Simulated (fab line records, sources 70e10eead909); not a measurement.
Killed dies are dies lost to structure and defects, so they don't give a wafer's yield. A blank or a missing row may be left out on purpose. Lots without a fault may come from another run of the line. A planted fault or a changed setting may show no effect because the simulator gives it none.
Chamber matching | flow nand_harc | NHARC_A_SLIT_DEP_25 on pecvd-03: 3 sister chambers
The step deposits SiO2, target thk 200 nm. 3 wafers are shown with their chamber, then 7 later ones without.

WAFERS WITH THEIR CHAMBER
wafer  | chamber | heater_power_w (W)
L447.1 | 2       | 557
L449.2 | 1       | 565
L449.4 | 0       | 578

WAFERS WITHOUT THEIR CHAMBER
wafer  | heater_power_w (W)
L449.6 | 580
L452.1 | 557
L452.3 | 617
L452.6 | 567
L450.1 | 494
L450.4 | 495
L450.6 | 667

WHICH CHAMBER EACH WENT THROUGH
wafer  | from the rows above          | in truth
L449.6 | can't be placed: 0 or 1 or 2 | 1
L452.1 | can't be placed: 2 or 1 or 0 | 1
L452.3 | can't be placed: 0 or 1 or 2 | 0
L452.6 | can't be placed: 1 or 2 or 0 | 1
L450.1 | can't be placed: 2 or 1 or 0 | 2
L450.4 | can't be placed: 2 or 1 or 0 | 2
L450.6 | can't be placed: 0 or 1 or 2 | 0
Placed correctly: 0 of 7. Can't be placed from these rows: 7 (the true chamber is among the candidates in 7). Placed wrongly: 0.
How it was worked out, from the rows above alone: a wafer's distance from a chamber is the root of the sum, over the readings, of the square of ((its reading less the chamber's mean) divided by the reading's scatter). The wafer belongs to the nearest chamber; if the next one is less than 2 further off, it can't be placed. A chamber's mean is the mean of its shown wafers. The scatter: with one shown wafer a chamber, the root of the mean of the squares of how far each hidden wafer lies from its nearest shown one.
